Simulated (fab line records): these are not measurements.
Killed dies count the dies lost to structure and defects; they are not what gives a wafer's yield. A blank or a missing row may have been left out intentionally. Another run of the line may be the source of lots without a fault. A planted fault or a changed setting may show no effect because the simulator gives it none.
A struck lot beside a sound one | flow n5 finfet | 14 steps out of a route of 1938
Sound: wafers L540.1, L540.2, L540.6. Struck: wafer L544.1 (left out: L544.3, a lot-mate that was not struck); the cause follows at the end.
Order at every step that has rows: each side's tool, ch and its chambers, its first start. Under that, the readings that differ: sound wafers | struck wafers | difference of the means | sigmas: that difference in standard deviations of wafers without a fault.
alike: readings with means less than 2 such deviations apart, plus words and numbers identical on both sides. not compared: withheld readings, readings lacking a value on some wafer, bounds such as >300 that could conceal the same value, and numbers that have no deviation in the record and whose values overlap.
Wherever a step has rows on one side only, a row that says differs or no value, or a row with sigmas, the two part there. Non-overlapping numbers with no deviation appear without sigmas and do not part them. A reading missing from all wafers of one side parts the sides only when that side holds two or more wafers.

first, 1 step without rows for these wafers: N5_BEOL_M12_HARDBAKE_32 (time 120 s).
N5_BEOL_M12_CD_MEAS_28: the cd target is 160.2 nm.
  sound on cd sem-03 ch 0, day 10 16:43; struck on cd sem-02 ch 0, day 11 07:43
  alike: cd nm
N5_BEOL_M12_OVL_MEAS_29:
  sound on overlay-02 ch 0, day 10 16:45; struck on overlay-01 ch 0, day 11 07:45
  alike: M12_OVL
N5_BEOL_M12_INSPECT_30: inspects for defects (macro).
  sound: defect inspect-01 at day 10 16:47; struck: defect inspect-01 at day 11 07:47
  alike: raw defect count
N5_BEOL_M12_DESCUM_33: chemistry O2, time 7.9 s.
  sound on rie diel-02 ch 2,3, day 10 17:31; struck on rie diel-05 ch 1, day 11 08:05
  alike: drypump motor current A, o2 flow sccm, oes product au, rf vpp V, showerhead plenum p Torr, throttle valve pct
  not compared: rf hours counter h
N5_BEOL_M12_ETCH_67: etches SiARC in CF4, target depth 143 nm, time 238.3 s.
  sound on rie diel-02 ch 2,3, day 10 17:34; struck on rie diel-05 ch 1, day 11 08:07
  alike: drypump motor current A, etch rf on time s, oes product au, rf vpp V, showerhead plenum p Torr, throttle valve pct
  not compared: rf hours counter h
N5_BEOL_M12_ETCH_68: etches SOC in N2/H2, time 285 s.
  sound on rie diel-02 ch 2,3, day 10 17:42; struck on rie diel-05 ch 1, day 11 08:16
  alike: drypump motor current A, oes product au, rf vpp V, showerhead plenum p Torr, throttle valve pct
  not compared: rf hours counter h
then, 1 step without rows for these wafers: N5_BEOL_M12_STRIP_69 (strips in N2/H2).
N5_BEOL_M12_TRENCH_ETCH_34: etches SiOC in C4F8/O2/Ar, target depth 318.95 nm, time 125.5 s.
  sound on rie diel-02 ch 2,3, day 10 17:53; struck on rie diel-05 ch 1, day 11 08:26
  alike: drypump motor current A, oes product au, rf vpp V, showerhead plenum p Torr, throttle valve pct
  not compared: rf hours counter h
then, 1 step without rows for these wafers: N5_BEOL_M12_STRIP_70 (strips in C4F8/O2/Ar).
N5_BEOL_M12_OCD_MEAS_35:
  sound: ocd-02 at day 10 18:02; struck: ocd-02 at day 11 08:35
  alike: trench depth nm
N5_BEOL_M12_STRIP_37: strips in N2/H2.
  sound on plasma asher-01 ch 0,1, day 10 18:05; struck on plasma asher-02 ch 0, day 11 08:38
  alike: drypump motor current A, heater power w, oes product au
  not compared: rf hours counter h
N5_BEOL_M12_ETCH_38: etches SiCN in CF4/N2, target depth 68.7 nm, time 73.4 s.
  sound on rie diel-01 ch 0,3, day 10 18:52; struck on rie diel-02 ch 3, day 11 09:56
  reading                  | sound             | struck | difference | sigmas
  throttle valve pct (%)   | 15.58 15.20 15.20 | 15.80  | +0.47      | +3
  model.etch.depth nm (nm) | 58.3 61.96 61.17  | 53.64  | -6.84      |
  alike: drypump motor current A, oes product au, rf vpp V, showerhead plenum p Torr
  not compared: rf hours counter h
then, 1 step without rows for these wafers: N5_BEOL_M12_PRECLEAN_39 (cleans in residue remover, time 60 s).

== WHERE THEY PART ==
Only at N5_BEOL_M12_ETCH_38, as far as this record shows.

WHY: what had been put in by the simulator
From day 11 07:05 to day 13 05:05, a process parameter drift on rie diel-02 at N5_BEOL_M12_ETCH_38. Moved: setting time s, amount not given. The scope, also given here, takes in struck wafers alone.
